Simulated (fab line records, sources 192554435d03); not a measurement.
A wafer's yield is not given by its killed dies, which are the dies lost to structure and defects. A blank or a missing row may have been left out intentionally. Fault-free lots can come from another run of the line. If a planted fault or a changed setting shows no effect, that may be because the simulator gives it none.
Split-lot study :: flow n5 finfet :: on a route of 1938 steps: 7 lots, 21 wafers read

== SPLIT DETAILS ==
At N5_MOL_CONTACT_COAG_COAT_34 (resist thk 40 nm), the setting spin rpm was moved away from the recipe's 1500 rpm on 5 of the 21 wafers read, by -4.0% to +6.1%. The other wafers ran this setting at the recipe's value.

== FROM THE SPLIT TO THE READING: what the file shows between them, 4 steps ==
- N5_MOL_CONTACT_COAG_EBR_36
- N5_MOL_CONTACT_COAG_SOFTBAKE_35: time 60 s
- N5_MOL_CONTACT_COAG_EXPOSE_37: exposes mask VD, defocus 0 nm
- N5_MOL_CONTACT_COAG_PEB_38: peb time 60 s

== THE READING ==
CAR-EUV_of_MOL_CONTACT_COAG_COAT_34.thk nm (the simulator's own value, which no gauge read), in nm, at N5_MOL_CONTACT_COAG_DEVELOP_39 (develop time 30 s). There is no usual value for it anywhere in the file. Across the 16 wafers here that went through the recipe, the average is 39.6 nm and the standard deviation 0.12 nm.

wafer: L074.2
tool, chamber at the split: litho track-03, 0
spin rpm as run, rpm: 1500
against the recipe: recipe
CAR-EUV_of_MOL_CONTACT_COAG_COAT_34.thk nm, nm: 39.6
against lot-mates on the recipe: -

wafer: L074.4
tool, chamber at the split: litho track-03, 0
spin rpm as run, rpm: 1500
against the recipe: recipe
CAR-EUV_of_MOL_CONTACT_COAG_COAT_34.thk nm, nm: 39.6
against lot-mates on the recipe: -

wafer: L074.6
tool, chamber at the split: litho track-03, 0
spin rpm as run, rpm: 1500
against the recipe: recipe
CAR-EUV_of_MOL_CONTACT_COAG_COAT_34.thk nm, nm: 39.6
against lot-mates on the recipe: -

wafer: L077.1
tool, chamber at the split: litho track-01, 0
spin rpm as run, rpm: 1500
against the recipe: recipe
CAR-EUV_of_MOL_CONTACT_COAG_COAT_34.thk nm, nm: 39.6
against lot-mates on the recipe: -

wafer: L077.6
tool, chamber at the split: litho track-01, 0
spin rpm as run, rpm: 1500
against the recipe: recipe
CAR-EUV_of_MOL_CONTACT_COAG_COAT_34.thk nm, nm: 39.6
against lot-mates on the recipe: -

wafer: L077.4
tool, chamber at the split: litho track-01, 0
spin rpm as run, rpm: 1592
against the recipe: +6.1%
CAR-EUV_of_MOL_CONTACT_COAG_COAT_34.thk nm, nm: 38.4
against lot-mates on the recipe: -1.2

wafer: L078.1
tool, chamber at the split: litho track-03, 0
spin rpm as run, rpm: 1440
against the recipe: -4.0%
CAR-EUV_of_MOL_CONTACT_COAG_COAT_34.thk nm, nm: 40.2
against lot-mates on the recipe: +0.6

wafer: L078.4
tool, chamber at the split: litho track-03, 0
spin rpm as run, rpm: 1440
against the recipe: -4.0%
CAR-EUV_of_MOL_CONTACT_COAG_COAT_34.thk nm, nm: 40.2
against lot-mates on the recipe: +0.6

wafer: L078.2
tool, chamber at the split: litho track-03, 0
spin rpm as run, rpm: 1500
against the recipe: recipe
CAR-EUV_of_MOL_CONTACT_COAG_COAT_34.thk nm, nm: 39.6
against lot-mates on the recipe: -

wafer: L082.1
tool, chamber at the split: litho track-05, 0
spin rpm as run, rpm: 1500
against the recipe: recipe
CAR-EUV_of_MOL_CONTACT_COAG_COAT_34.thk nm, nm: 39.6
against lot-mates on the recipe: -

wafer: L082.2
tool, chamber at the split: litho track-05, 0
spin rpm as run, rpm: 1500
against the recipe: recipe
CAR-EUV_of_MOL_CONTACT_COAG_COAT_34.thk nm, nm: 39.8
against lot-mates on the recipe: -

wafer: L082.3
tool, chamber at the split: litho track-05, 0
spin rpm as run, rpm: 1500
against the recipe: recipe
CAR-EUV_of_MOL_CONTACT_COAG_COAT_34.thk nm, nm: 39.8
against lot-mates on the recipe: -

wafer: L083.2
tool, chamber at the split: litho track-03, 0
spin rpm as run, rpm: 1500
against the recipe: recipe
CAR-EUV_of_MOL_CONTACT_COAG_COAT_34.thk nm, nm: 39.4
against lot-mates on the recipe: -

wafer: L083.5
tool, chamber at the split: litho track-03, 0
spin rpm as run, rpm: 1556
against the recipe: +3.7%
CAR-EUV_of_MOL_CONTACT_COAG_COAT_34.thk nm, nm: 38.8
against lot-mates on the recipe: -0.6

wafer: L083.6
tool, chamber at the split: litho track-03, 0
spin rpm as run, rpm: 1556
against the recipe: +3.7%
CAR-EUV_of_MOL_CONTACT_COAG_COAT_34.thk nm, nm: 38.8
against lot-mates on the recipe: -0.6

wafer: L087.1
tool, chamber at the split: litho track-03, 0
spin rpm as run, rpm: 1500
against the recipe: recipe
CAR-EUV_of_MOL_CONTACT_COAG_COAT_34.thk nm, nm: 39.6
against lot-mates on the recipe: -

wafer: L087.2
tool, chamber at the split: litho track-03, 0
spin rpm as run, rpm: 1500
against the recipe: recipe
CAR-EUV_of_MOL_CONTACT_COAG_COAT_34.thk nm, nm: 39.6
against lot-mates on the recipe: -

wafer: L087.4
tool, chamber at the split: litho track-03, 0
spin rpm as run, rpm: 1500
against the recipe: recipe
CAR-EUV_of_MOL_CONTACT_COAG_COAT_34.thk nm, nm: 39.8
against lot-mates on the recipe: -

wafer: L093.1
tool, chamber at the split: litho track-01, 0
spin rpm as run, rpm: 1500
against the recipe: recipe
CAR-EUV_of_MOL_CONTACT_COAG_COAT_34.thk nm, nm: 39.6
against lot-mates on the recipe: -

wafer: L093.3
tool, chamber at the split: litho track-01, 0
spin rpm as run, rpm: 1500
against the recipe: recipe
CAR-EUV_of_MOL_CONTACT_COAG_COAT_34.thk nm, nm: 39.4
against lot-mates on the recipe: -

wafer: L093.5
tool, chamber at the split: litho track-01, 0
spin rpm as run, rpm: 1500
against the recipe: recipe
CAR-EUV_of_MOL_CONTACT_COAG_COAT_34.thk nm, nm: 39.4
against lot-mates on the recipe: -

FIT RESULTS
A straight line over all 21 wafers: CAR-EUV_of_MOL_CONTACT_COAG_COAT_34.thk nm changes by -0.184 nm for each +1% of spin rpm; r = -0.96; the points scatter about the line by 0.12 nm.
The same after taking each lot's own level away (the mean of its wafers on the recipe; 21 wafers): -0.17 nm for each +1%; r = -0.98; scatter 0.078 nm.
The reading moves by 1 nm for the largest change in spin rpm, on that fit.
The lots' own levels span 39.40 to 39.73 nm, that is 2.7 times the standard deviation above.
So the lot-to-lot level changes the slope little: the two slopes agree.
Check: -0.955 nm against its lot-mates is what the line predicts for one of the wafers moved furthest among these (+6.1%) when that wafer is left out of the fit. Against them it came out at -1.2 nm.

== THE OTHER SPLITS THESE WAFERS WENT THROUGH ==
Before the reading, these wafers also passed through other splits. Each is held against what the fit with the lots' levels taken away leaves over:
other split on the same wafers: N5_SDB_EXPOSE_08 dose mj
wafers away from the commonest value: 7
r with CAR-EUV_of_MOL_CONTACT_COAG_COAT_34.thk nm (lot level and that fit taken away): -0.07

other split on the same wafers: N5_HKMG_FIN_ETCH_35 source w
wafers away from the commonest value: 6
r with CAR-EUV_of_MOL_CONTACT_COAG_COAT_34.thk nm (lot level and that fit taken away): +0.27

other split on the same wafers: N5_MOL_CONTACT_COAG_ALD_27 ald cycles
wafers away from the commonest value: 6
r with CAR-EUV_of_MOL_CONTACT_COAG_COAT_34.thk nm (lot level and that fit taken away): +0.24

other split on the same wafers: N5_MOL_CONTACT_COAG_VIA_ETCH_46 bias w
wafers away from the commonest value: 9
r with CAR-EUV_of_MOL_CONTACT_COAG_COAT_34.thk nm (lot level and that fit taken away): -0.29

== THE WHOLE CHAIN: every reading that the file lists as answering this split, in the file's order ==
step: N5_MOL_CONTACT_COAG_COAT_34
what it does: resist thk 40 nm
reading: CAR-EUV_of_MOL_CONTACT_COAG_COAT_34.thk nm (the simulator's own value, which no gauge read)
change (the file's fit): -0.186 nm for each +1% of the setting
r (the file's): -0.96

step: N5_MOL_CONTACT_COAG_DEVELOP_39
what it does: develop time 30 s
reading: CAR-EUV_of_MOL_CONTACT_COAG_COAT_34.thk nm (the simulator's own value, which no gauge read)
change (the file's fit): -0.178 nm for each +1% of the setting
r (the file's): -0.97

== FILE'S OWN FIT ==
CAR-EUV_of_MOL_CONTACT_COAG_COAT_34.thk nm changes by -0.178 nm for each +1% of spin rpm, r = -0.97.
